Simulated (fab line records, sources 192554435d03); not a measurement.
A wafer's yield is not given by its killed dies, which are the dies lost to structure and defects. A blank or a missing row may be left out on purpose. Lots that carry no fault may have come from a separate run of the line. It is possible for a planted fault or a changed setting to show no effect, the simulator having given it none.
fab line records	flow n5_finfet
record lots=7	wafers=21
route steps=1938 shown BEOL_M10@1470 BEOL_M11@1546 BEOL_M12@1625 BEOL_M13@1685 BEOL_M14@1716
start_h: hours from the record's opening day to when the first of the lot's shown wafers began	wait_h: time in hours since the lot's previous step	" the same as in the row above	L1.1+2: a row that stands for several wafers	- value missing, or start not given	* or withheld: withheld	< > ~ a bound
route shown NAME@n: names a module that has steps shown in the file, with the first one's number in the route	usual: average and standard deviation across the fault-free wafers	same: alike in all rows	chamber/n: place in a boat	sites: the reading at each site	_std_site: the values' standard deviation	_edge_site: mean of outer sites minus mean of inner sites	radius_mm: for every site, how far away it sits from the centre of the wafer	mask NAME#n: copy n	behind: the last tool/chamber to shape the wafer	hold: why the lot was held/for how many hours/how that ended	device: the n, p or np transistor that did not switch	end of line: the same wafers' tests at the end of the route	a step with no rows: only its recipe	killed: at the first sort, the dies lost to defects and structure; wafer yield is something else	map: shows each die of a wafer: x if killed, . if not, _ if none is there
set.NAME: the setting that was run; set.NAME@STEP: the one run at that earlier step	model.NAME: the simulator's own value behind a step, which no gauge read
lots where settings were altered on purpose, with a table for each step and a row for each wafer
## steps
# step N5_BEOL_M10_ILD_DEP_00
# recipe material=SiCOH_lowk	target_thk_a=3085.1	temp_c=300	precursor=DEMS/porogen	pressure_torr=5	rf_w=500	time_s=58
lot.wafer	tool	chamber	start_h	wait_h	set.time_s	model.SiCOH_lowk_of_BEOL_M10_ILD_DEP_00.thk_nm
L074.1	pecvd-03	1	238.71	0.0	58	311.2
L074.4	"	2	"	"	58	310
L074.5	"	1	"	"	58	315.6
L080.1	pecvd-03	0	256.64	0.0	58	304
L080.3	"	1	"	"	65.19	344.8
L080.5	"	2	"	"	65.19	350
L079.3	pecvd-02	0	273.81	0.0	58	304.4
L079.4	"	2	"	"	58	308.8
L079.5	"	1	"	"	58	313.8
L082.2	pecvd-03	2	288.14	0.0	51.94	273
L082.4	"	2	"	"	58	310.6
L082.6	"	2	"	"	51.94	278
L083.2	pecvd-03	2	304.76	0.0	64.25	336.6
L083.4	"	1	"	"	58	312.8
L083.6	"	1	"	"	64.25	341.2
L088.2	pecvd-02	0	332.73	0.0	62.35	322.4
L088.3	"	2	"	"	58	304.8
L088.4	"	2	"	"	62.35	329.6
L095.2	pecvd-01	2	363.56	0.0	62.34	330.6
L095.3	"	0	"	"	58	305.6
L095.6	"	2	"	"	62.34	331.4
# step N5_BEOL_M10_CURE_71
# recipe temp_c=385	time_s=240	ambient=He/Ar	material=SiCOH_lowk
lot.wafer	tool	chamber	start_h	wait_h	set.time_s@BEOL_M10_ILD_DEP_00	model.SiCOH_lowk_of_BEOL_M10_ILD_DEP_00.thk_nm
L074.1	uv_cure-01	0	238.79	0.0	58	270.4
L074.4	"	0	"	"	58	269.2
L074.5	"	0	"	"	58	274.4
L080.1	uv_cure-02	1	256.72	0.0	58	264
L080.3	"	1	"	"	65.19	300.2
L080.5	"	1	"	"	65.19	304.6
L079.3	uv_cure-01	1	274.05	0.2	58	264.4
L079.4	"	1	"	"	58	268.2
L079.5	"	1	"	"	58	272.6
L082.2	uv_cure-02	0	288.32	0.2	51.94	236.8
L082.4	"	0	"	"	58	270
L082.6	"	0	"	"	51.94	241
L083.2	uv_cure-03	0	304.95	0.2	64.25	293
L083.4	"	0	"	"	58	271.8
L083.6	"	0	"	"	64.25	297
L088.2	uv_cure-02	1	332.91	0.2	62.35	280.2
L088.3	"	1	"	"	58	264.6
L088.4	"	1	"	"	62.35	286.6
L095.2	uv_cure-01	2	363.81	0.2	62.34	287.6
L095.3	"	2	"	"	58	265.4
L095.6	"	2	"	"	62.34	288.2
# step N5_BEOL_M10_THK_MEAS_01
# recipe reads=SiCOH_lowk_of_BEOL_M10_ILD_DEP_00
# usual M10_ILD_THK=267/3.3
lot.wafer	tool	chamber	start_h	wait_h	set.time_s@BEOL_M10_ILD_DEP_00	M10_ILD_THK[nm]
L074.1	film_metro-02	-	239.30	0.4	58	270
L074.4	"	-	"	"	58	269
L074.5	"	-	"	"	58	274
L080.1	film_metro-02	-	257.23	0.4	58	264
L080.3	"	-	"	"	65.19	300
L080.5	"	-	"	"	65.19	305
L079.3	film_metro-01	-	274.40	0.3	58	264
L079.4	"	-	"	"	58	268
L079.5	"	-	"	"	58	273
L082.2	film_metro-02	-	288.76	0.4	51.94	237
L082.4	"	-	"	"	58	270
L082.6	"	-	"	"	51.94	241
L083.2	film_metro-02	-	305.38	0.4	64.25	293
L083.4	"	-	"	"	58	272
L083.6	"	-	"	"	64.25	297
L088.2	film_metro-02	-	333.34	0.4	62.35	280
L088.3	"	-	"	"	58	265
L088.4	"	-	"	"	62.35	287
L095.2	film_metro-01	-	364.64	0.7	62.34	287
L095.3	"	-	"	"	58	266
L095.6	"	-	"	"	62.34	288
# step N5_BEOL_M11_EXPOSE_08
# recipe mask_id=M11	na=1.35	source_shape=dipole	sigma_inner=0.411	sigma_outer=0.611	polarization=te	dose_mj=53.75
lot.wafer	tool	chamber	start_h	wait_h	mask	set.dose_mj
L074.1+4+5	arfi_scanner-02	0	250.74	-	M11#0	53.75
L080.1	arfi_scanner-01	0	271.29	-	M11#0	53.75
L080.3+5	"	0	"	"	M11#0	49.73
L079.3+5	arfi_scanner-01	0	285.46	-	M11#0	53.75
L079.4	"	0	"	"	M11#0	55.86
L082.2+4	arfi_scanner-03	0	301.57	-	M11#0	53.75
L082.6	"	0	"	"	M11#0	57.3
L083.2+6	arfi_scanner-03	0	318.43	-	M11#0	55.9
L083.4	"	0	"	"	M11#0	53.75
L088.2+3+4	arfi_scanner-01	0	345.57	-	M11#0	53.75
L095.2	arfi_scanner-03	0	375.61	-	M11#0	53.75
L095.3+6	"	0	"	"	M11#0	55.27
# step N5_BEOL_M11_PEB_09
# recipe peb_temp_c=withheld	peb_time_s=60	resist=CAR-ArF
# step N5_BEOL_M11_DEVELOP_10
# recipe develop_time_s=30	developer=TMAH	resist=CAR-ArF	rinse_liquid=diw	dry=air_spin	dev_temp_c=23
# step N5_BEOL_M11_CD_MEAS_11
# recipe target_cd_nm=64.1	landing_energy_ev=500	detector=se_inlens	polarity=opening
# usual cd_nm=64.0/0.63
lot.wafer	tool	chamber	start_h	wait_h	set.dose_mj@BEOL_M11_EXPOSE_08	cd_nm
L074.1	cd_sem-01	0	250.86	-	53.75	63.4
L074.4	"	0	"	"	53.75	63.2
L074.5	"	0	"	"	53.75	63.8
L080.1	cd_sem-03	0	271.42	-	53.75	64.8
L080.3	"	0	"	"	49.73	60.7
L080.5	"	0	"	"	49.73	60.8
L079.3	cd_sem-02	0	285.58	-	53.75	63.0
L079.4	"	0	"	"	55.86	66.0
L079.5	"	0	"	"	53.75	64.6
L082.2	cd_sem-01	0	301.69	-	53.75	64.4
L082.4	"	0	"	"	53.75	64.3
L082.6	"	0	"	"	57.3	67.5
L083.2	cd_sem-01	0	318.55	-	55.9	65.7
L083.4	"	0	"	"	53.75	62.8
L083.6	"	0	"	"	55.9	67.2
L088.2	cd_sem-01	0	345.69	-	53.75	63.5
L088.3	"	0	"	"	53.75	63.8
L088.4	"	0	"	"	53.75	63.8
L095.2	cd_sem-02	0	375.73	-	53.75	64.6
L095.3	"	0	"	"	55.27	65.7
L095.6	"	0	"	"	55.27	65.4
# step N5_BEOL_M11_DESCUM_16
# recipe chemistry=O2	time_s=7.9	source_power_w=50	bias_power_w=20	pressure_mtorr=20	rf_frequency_hz=2.712e+07	temp_c=40	resist=CAR-ArF	o2_flow_sccm=225
lot.wafer	tool	chamber	start_h	wait_h	set.time_s
L074.1+4+5	rie_diel-02	1,3,0	250.96	0.0	7.9
L080.1+3	rie_diel-06	2,0	271.51	0.0	7.039
L080.5	"	2	"	"	7.9
L079.3	rie_diel-02	1	285.67	0.0	7.9
L079.4+5	"	2,0	"	"	9.343
L082.2+4+6	rie_diel-02	2,3,3	302.30	0.6	7.9
L083.2	rie_diel-05	0	318.64	0.0	7.9
L083.4+6	"	3,0	"	"	8.358
L088.2+4	rie_diel-05	3,2	345.91	0.2	7.9
L088.3	"	0	"	"	7.17
L095.2	rie_diel-06	1	376.07	0.3	7.9
L095.3+6	"	3,2	"	"	9
# step N5_BEOL_M11_ETCH_61
# recipe chemistry=CF4	target=SiARC	target_depth_a=390	mask_material=CAR-ArF	time_s=65	ion_energy_ev=80	pressure_mtorr=40	source_w=545	bias_w=36	Ar_flow_sccm=100	cf4_flow_sccm=100	ends=cleared
lot.wafer	tool	chamber	start_h	wait_h	set.dose_mj@BEOL_M11_EXPOSE_08	model.BEOL_M11.cd_offset_nm
L074.1	rie_diel-02	1	250.99	0.0	53.75	-0.6
L074.4	"	3	"	"	53.75	-0.8
L074.5	"	0	"	"	53.75	-0.4
L080.1	rie_diel-06	2	271.54	0.0	53.75	0.2
L080.3+5	"	0,2	"	"	49.73	-3.8
L079.3	rie_diel-02	1	285.70	0.0	53.75	-1
L079.4	"	2	"	"	55.86	1.8
L079.5	"	0	"	"	53.75	0.8
L082.2+4	rie_diel-02	2,3	302.34	0.0	53.75	-0.2
L082.6	"	3	"	"	57.3	3.2
L083.2	rie_diel-05	0	318.68	0.0	55.9	2.2
L083.4	"	3	"	"	53.75	-1.6
L083.6	"	0	"	"	55.9	3
L088.2	rie_diel-05	3	345.94	0.0	53.75	-0.6
L088.3+4	"	0,2	"	"	53.75	-0.4
L095.2	rie_diel-06	1	376.11	0.0	53.75	0.2
L095.3	"	3	"	"	55.27	2
L095.6	"	2	"	"	55.27	1.2
# step N5_BEOL_M11_ETCH_62
# recipe chemistry=N2/H2	target=SOC	target_depth_a=1100	overetch_a=220	mask_material=SiARC	temp_c=40	time_s=165	ion_energy_ev=200	pressure_mtorr=30	source_w=840	bias_w=150	n2_flow_sccm=200	h2_flow_sccm=200
lot.wafer	tool	chamber	start_h	wait_h	set.dose_mj@BEOL_M11_EXPOSE_08	model.BEOL_M11.cd_offset_nm
L074.1+5	rie_diel-02	1,0	251.04	0.0	53.75	-0.2
L074.4	"	3	"	"	53.75	-0.8
L080.1	rie_diel-06	2	271.59	0.0	53.75	-0.2
L080.3+5	"	0,2	"	"	49.73	-3.8
L079.3	rie_diel-02	1	285.75	0.0	53.75	-0.4
L079.4	"	2	"	"	55.86	2
L079.5	"	0	"	"	53.75	0.6
L082.2	rie_diel-02	2	302.39	0.0	53.75	0.2
L082.4	"	3	"	"	53.75	-0.2
L082.6	"	3	"	"	57.3	3.2
L083.2	rie_diel-05	0	318.73	0.0	55.9	2
L083.4	"	3	"	"	53.75	-1.2
L083.6	"	0	"	"	55.9	2.8
L088.2	rie_diel-05	3	345.99	0.0	53.75	-0.2
L088.3	"	0	"	"	53.75	-0.6
L088.4	"	2	"	"	53.75	0
L095.2	rie_diel-06	1	376.16	0.0	53.75	0.4
L095.3	"	3	"	"	55.27	1.8
L095.6	"	2	"	"	55.27	1
# step N5_BEOL_M11_STRIP_68
# recipe chemistry=N2/H2	temp_c=40	n2_flow_sccm=200	h2_flow_sccm=200	rf_frequency_hz=6e+07
# step N5_BEOL_M11_STRIP_67
# recipe chemistry=CF4	resist=SiARC	power_w=300	bias_power_w=75	pressure_mtorr=50	cf4_flow_sccm=150	rf_frequency_hz=6e+07
# step N5_BEOL_M11_HM_OPEN_17
# recipe chemistry=Cl2/BCl3	target_depth_a=200	overetch_a=60	target=TiN	mask_material=SOC	ion_energy_ev=150	pressure_mtorr=10	icp_w=1000	bias_w=126	Cl2_flow_sccm=53.25	bcl3_flow_sccm=21.75	Ar_flow_sccm=25
lot.wafer	tool	chamber	start_h	wait_h	set.dose_mj@BEOL_M11_EXPOSE_08	model.BEOL_M11.cd_offset_nm
L074.1	rie_metal-03	0	251.23	0.0	53.75	0
L074.4	"	0	"	"	53.75	-0.8
L074.5	"	0	"	"	53.75	-0.2
L080.1	rie_metal-03	0	271.78	0.0	53.75	-0.2
L080.3+5	"	1	"	"	49.73	-4
L079.3	rie_metal-03	1	285.97	0.1	53.75	-0.6
L079.4	"	0	"	"	55.86	2
L079.5	"	1	"	"	53.75	0.6
L082.2	rie_metal-03	1	302.61	0.1	53.75	-0.2
L082.4	"	1	"	"	53.75	-0.4
L082.6	"	1	"	"	57.3	3
L083.2	rie_metal-02	1	318.91	0.0	55.9	2
L083.4	"	0	"	"	53.75	-1
L083.6	"	1	"	"	55.9	2.6
L088.2	rie_metal-01	0	346.18	0.0	53.75	-0.4
L088.3	"	0	"	"	53.75	-0.6
L088.4	"	1	"	"	53.75	0
L095.2	rie_metal-03	0	376.34	0.0	53.75	0.2
L095.3	"	0	"	"	55.27	1.8
L095.6	"	0	"	"	55.27	0.8
# step N5_BEOL_M11_STRIP_19
# recipe chemistry=O2	power_w=400	temp_c=40	pressure_mtorr=30	rf_frequency_hz=6e+07	bias_power_w=0	overash_fraction=0.2	o2_flow_sccm=225
# step N5_BEOL_M11_CD_MEAS_18
# recipe pitch_nm=140	target_cd_nm=70
# usual cd_nm=70.0/0.64
lot.wafer	tool	chamber	start_h	wait_h	set.dose_mj@BEOL_M11_EXPOSE_08	cd_nm
L074.1	cd_sem-03	-	251.50	0.0	53.75	69.9
L074.4	"	-	"	"	53.75	69.4
L074.5	"	-	"	"	53.75	69.9
L080.1	cd_sem-03	-	271.99	0.0	53.75	69.7
L080.3	"	-	"	"	49.73	66.1
L080.5	"	-	"	"	49.73	65.8
L079.3	cd_sem-01	-	286.14	0.1	53.75	69.2
L079.4	"	-	"	"	55.86	71.9
L079.5	"	-	"	"	53.75	70.7
L082.2	cd_sem-02	-	302.89	0.1	53.75	70.1
L082.4	"	-	"	"	53.75	69.4
L082.6	"	-	"	"	57.3	72.9
L083.2	cd_sem-01	-	319.10	0.1	55.9	71.9
L083.4	"	-	"	"	53.75	69.4
L083.6	"	-	"	"	55.9	72.6
L088.2	cd_sem-02	-	346.36	0.1	53.75	69.6
L088.3	"	-	"	"	53.75	69.5
L088.4	"	-	"	"	53.75	70.0
L095.2	cd_sem-02	-	376.53	0.1	53.75	70.5
L095.3	"	-	"	"	55.27	71.9
L095.6	"	-	"	"	55.27	70.9
# step N5_BEOL_M11_COAT_63
# recipe resist=SOC	temp_c=250	time_s=60	spin_rpm=1500	resist_thk_nm=100
# step N5_BEOL_M11_COAT_64
# recipe resist=SiARC	temp_c=220	time_s=60	spin_rpm=1500	resist_thk_nm=30
# step N5_BEOL_M11_PRECLEAN_42
# recipe chemistry=residue_remover	time_s=60	temp_c=40
# step N5_BEOL_M11_SRD_43
# recipe time_s=30	temp_c=23	rinse_liquid=diw	dry=ipa_marangoni
# step N5_BEOL_M11_CD_MEAS_35
# recipe target_cd_nm=70	polarity=opening
# usual cd_nm=69.9/0.69
lot.wafer	tool	chamber	start_h	wait_h	set.dose_mj@BEOL_M11_EXPOSE_08	cd_nm
L074.1	cd_sem-03	-	255.25	0.0	53.75	70.3
L074.4	"	-	"	"	53.75	69.4
L074.5	"	-	"	"	53.75	69.9
L080.1	cd_sem-02	-	274.59	0.0	53.75	69.6
L080.3	"	-	"	"	49.73	65.9
L080.5	"	-	"	"	49.73	66.2
L079.3	cd_sem-01	-	287.24	0.0	53.75	69.6
L079.4	"	-	"	"	55.86	72.0
L079.5	"	-	"	"	53.75	70.3
L082.2	cd_sem-02	-	305.01	0.0	53.75	69.6
L082.4	"	-	"	"	53.75	69.7
L082.6	"	-	"	"	57.3	72.5
L083.2	cd_sem-02	-	320.61	0.0	55.9	71.7
L083.4	"	-	"	"	53.75	68.6
L083.6	"	-	"	"	55.9	72.9
L088.2	cd_sem-02	-	347.51	0.0	53.75	69.4
L088.3	"	-	"	"	53.75	69.3
L088.4	"	-	"	"	53.75	69.9
L095.2	cd_sem-01	-	380.60	0.0	53.75	70.2
L095.3	"	-	"	"	55.27	71.9
L095.6	"	-	"	"	55.27	70.8
# step N5_BEOL_M12_COAT_22
# recipe spin_rpm=2888	resist_thk_nm=300
lot.wafer	tool	chamber	start_h	wait_h	set.spin_rpm	model.coat_of_BEOL_M12_COAT_22.thk_nm
L074.1+4	litho_track-01	0	-	-	2888	301.4
L074.5	"	0	"	"	2888	300.6
L080.1	litho_track-05	0	-	-	3017	294.6
L080.3	"	0	"	"	2888	301
L080.5	"	0	"	"	3017	295.8
L079.3	litho_track-05	0	-	-	2999	293.8
L079.4	"	0	"	"	2999	294.8
L079.5	"	0	"	"	2999	294.6
L082.2	litho_track-01	0	-	-	2888	300.6
L082.4	"	0	"	"	3020	293
L082.6	"	0	"	"	2888	300
L083.2	litho_track-01	0	-	-	2888	301
L083.4	"	0	"	"	2888	301.2
L083.6	"	0	"	"	2636	315
L088.2	litho_track-01	0	-	-	3063	291.8
L088.3	"	0	"	"	2888	300.6
L088.4	"	0	"	"	2888	299.4
L095.2	litho_track-01	0	-	-	2634	315
L095.3	"	0	"	"	2888	301.4
L095.6	"	0	"	"	2634	314.8
# step N5_BEOL_M13_EXPOSE_25
# recipe mask_id=M13	na=0.93	source_shape=conventional	sigma_outer=0.4	polarization=unpolarized	target_cd_nm=210	dose_mj=22
lot.wafer	tool	chamber	start_h	wait_h	mask	set.dose_mj
L074.1+4+5	krf_scanner-01	0	264.51	-	M13#0	22
L080.1+3+5	krf_scanner-01	0	285.02	-	M13#0	22
L079.3+4+5	krf_scanner-02	0	298.36	-	M13#0	22
L082.2	krf_scanner-02	0	318.58	-	M13#0	23.19
L082.4+6	"	0	"	"	M13#0	22
L083.2+4+6	krf_scanner-02	0	328.93	-	M13#0	22
L088.2+4	krf_scanner-02	0	359.21	-	M13#0	22
L088.3	"	0	"	"	M13#0	20.65
L095.2+6	krf_scanner-01	0	395.76	-	M13#0	22
L095.3	"	0	"	"	M13#0	20.96
# step N5_BEOL_M13_PEB_26
# recipe peb_temp_c=130	peb_time_s=90
# step N5_BEOL_M13_DEVELOP_27
# recipe develop_time_s=45	rinse_liquid=diw	dry=air_spin	dev_temp_c=21
# step N5_BEOL_M13_HARDBAKE_32
# recipe temp_c=130	time_s=120
# step N5_BEOL_M13_CD_MEAS_28
# recipe target_cd_nm=209.5	landing_energy_ev=500	detector=se_inlens
# usual cd_nm=209.4/1.2
lot.wafer	tool	chamber	start_h	wait_h	set.dose_mj@BEOL_M13_EXPOSE_25	cd_nm
L074.1	cd_sem-03	0	264.68	-	22	209.3
L074.4	"	0	"	"	22	208.6
L074.5	"	0	"	"	22	209.1
L080.1	cd_sem-01	0	285.20	-	22	210.4
L080.3	"	0	"	"	22	209.3
L080.5	"	0	"	"	22	212.1
L079.3	cd_sem-02	0	298.52	-	22	209.8
L079.4	"	0	"	"	22	209.6
L079.5	"	0	"	"	22	209.7
L082.2	cd_sem-01	0	318.74	-	23.19	216.7
L082.4	"	0	"	"	22	210.2
L082.6	"	0	"	"	22	210.6
L083.2	cd_sem-01	0	329.10	-	22	210.3
L083.4	"	0	"	"	22	210.3
L083.6	"	0	"	"	22	207.8
L088.2	cd_sem-03	0	359.38	-	22	212.1
L088.3	"	0	"	"	20.65	202.5
L088.4	"	0	"	"	22	210.1
L095.2	cd_sem-03	0	395.93	-	22	209.1
L095.3	"	0	"	"	20.96	203.6
L095.6	"	0	"	"	22	209.7
# step N5_BEOL_M13_DESCUM_33
# recipe chemistry=O2	time_s=7.9	source_power_w=50	bias_power_w=20	pressure_mtorr=20	rf_frequency_hz=2.712e+07	temp_c=40	o2_flow_sccm=225
lot.wafer	tool	chamber	start_h	wait_h	set.dose_mj@BEOL_M13_EXPOSE_25	model.BEOL_M13.cd_nm
L074.1	rie_diel-02	0	264.77	0.0	22	209.2
L074.4	"	3	"	"	22	208.2
L074.5	"	0	"	"	22	209
L080.1	rie_diel-05	2	285.52	0.3	22	-
L080.3	"	0	"	"	22	209.2
L080.5	"	3	"	"	22	211.8
L079.3+4	rie_diel-06	2,0	298.71	0.1	22	210
L079.5	"	3	"	"	22	209.6
L082.2	rie_diel-05	1	318.89	0.1	23.19	216.8
L082.4	"	2	"	"	22	210.2
L082.6	"	1	"	"	22	210.6
L083.2	rie_diel-05	1	329.19	0.0	22	209.8
L083.4	"	1	"	"	22	210
L083.6	"	2	"	"	22	208
L088.2	rie_diel-06	2	359.70	0.3	22	212.2
L088.3	"	0	"	"	20.65	202.6
L088.4	"	3	"	"	22	210
L095.2	rie_diel-06	3	396.54	0.6	22	209.2
L095.3	"	0	"	"	20.96	203.4
L095.6	"	2	"	"	22	210
# step N5_BEOL_M13_ETCH_67
# recipe chemistry=CF4	target=SiARC	target_depth_a=1430	time_s=238.3	ion_energy_ev=80	pressure_mtorr=40	source_w=545	bias_w=36	Ar_flow_sccm=100	cf4_flow_sccm=100	ends=cleared
# usual rf_vpp_V=183.9/1.1
lot.wafer	tool	chamber	start_h	wait_h	set.bias_w	rf_vpp_V
L074.1	rie_diel-02	0	264.80	0.0	36	185.5
L074.4	"	3	"	"	36	184.2
L074.5	"	0	"	"	36	184.2
L080.1	rie_diel-05	2	285.56	0.0	36	185.4
L080.3	"	0	"	"	36	184.7
L080.5	"	3	"	"	36	184.0
L079.3	rie_diel-06	2	298.75	0.0	36	184.5
L079.4	"	0	"	"	36	181.6
L079.5	"	3	"	"	36	184.5
L082.2	rie_diel-05	1	318.93	0.0	36	185.6
L082.4	"	2	"	"	34.37	177.9
L082.6	"	1	"	"	34.37	179.2
L083.2	rie_diel-05	1	329.22	0.0	36	184.3
L083.4	"	1	"	"	36	185.1
L083.6	"	2	"	"	36	184.0
L088.2	rie_diel-06	2	359.73	0.0	40.61	199.9
L088.3	"	0	"	"	36	182.2
L088.4	"	3	"	"	36	185.5
L095.2	rie_diel-06	3	396.57	0.0	36	184.2
L095.3	"	0	"	"	36	182.6
L095.6	"	2	"	"	36	182.9
# step N5_BEOL_M14_ILD_DEP_00
# recipe material=SiO2	target_thk_a=11193	temp_c=400	precursor=TEOS/O2	pressure_torr=6.5	rf_w=900	teos_flow_sccm=161.4	gas=O2	flow_sccm=2650	time_s=237.4
lot.wafer	tool	chamber	start_h	wait_h	set.temp_c
L074.1+4+5	pecvd-01	2,1,2	269.47	0.0	400
L080.1+3+5	pecvd-03	0,2,2	288.46	0.0	400
L079.3+4+5	pecvd-01	2,2,0	305.92	0.0	400
L082.2+4+6	pecvd-03	2,1,2	324.53	0.0	400
L083.2	pecvd-02	0	333.95	0.0	400
L083.4+6	"	2,1	"	"	392.5
L088.2+3+4	pecvd-03	2,0,1	363.28	0.0	400
L095.2+3	pecvd-03	0,1	401.53	0.0	400
L095.6	"	1	"	"	404.7
## key
split step=N5_BEOL_M10_ILD_DEP_00	setting=time_s	stated=58	by=wafer
response step=N5_BEOL_M10_ILD_DEP_00	reading=model.SiCOH_lowk_of_BEOL_M10_ILD_DEP_00.thk_nm	change=+3.13	per=1%	r=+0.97
response step=N5_BEOL_M10_CURE_71	reading=model.SiCOH_lowk_of_BEOL_M10_ILD_DEP_00.thk_nm	change=+2.77	per=1%	r=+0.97
response step=N5_BEOL_M10_THK_MEAS_01	reading=M10_ILD_THK	change=+2.77	per=1%	r=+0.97
split step=N5_BEOL_M11_EXPOSE_08	setting=dose_mj	stated=53.75	by=wafer
response step=N5_BEOL_M11_CD_MEAS_11	reading=cd_nm	change=+0.552	per=1%	r=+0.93
response step=N5_BEOL_M11_ETCH_61	reading=model.BEOL_M11.cd_offset_nm	change=+0.58	per=1%	r=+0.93
response step=N5_BEOL_M11_ETCH_62	reading=model.BEOL_M11.cd_offset_nm	change=+0.523	per=1%	r=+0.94
response step=N5_BEOL_M11_HM_OPEN_17	reading=model.BEOL_M11.cd_offset_nm	change=+0.535	per=1%	r=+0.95
response step=N5_BEOL_M11_CD_MEAS_18	reading=cd_nm	change=+0.509	per=1%	r=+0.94
response step=N5_BEOL_M11_CD_MEAS_35	reading=cd_nm	change=+0.516	per=1%	r=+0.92
split step=N5_BEOL_M11_DESCUM_16	setting=time_s	stated=7.9	by=wafer
response none clear
split step=N5_BEOL_M12_COAT_22	setting=spin_rpm	stated=2888	by=wafer
response step=N5_BEOL_M12_COAT_22	reading=model.coat_of_BEOL_M12_COAT_22.thk_nm	change=-1.51	per=1%	r=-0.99
split step=N5_BEOL_M13_EXPOSE_25	setting=dose_mj	stated=22	by=wafer
response step=N5_BEOL_M13_CD_MEAS_28	reading=cd_nm	change=+1.27	per=1%	r=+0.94
response step=N5_BEOL_M13_DESCUM_33	reading=model.BEOL_M13.cd_nm	change=+1.3	per=1%	r=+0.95
split step=N5_BEOL_M13_ETCH_67	setting=bias_w	stated=36	by=wafer
response step=N5_BEOL_M13_ETCH_67	reading=rf_vpp_V	change=+1.28	per=1%	r=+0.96
split step=N5_BEOL_M14_ILD_DEP_00	setting=temp_c	stated=400	by=wafer
response none in this file
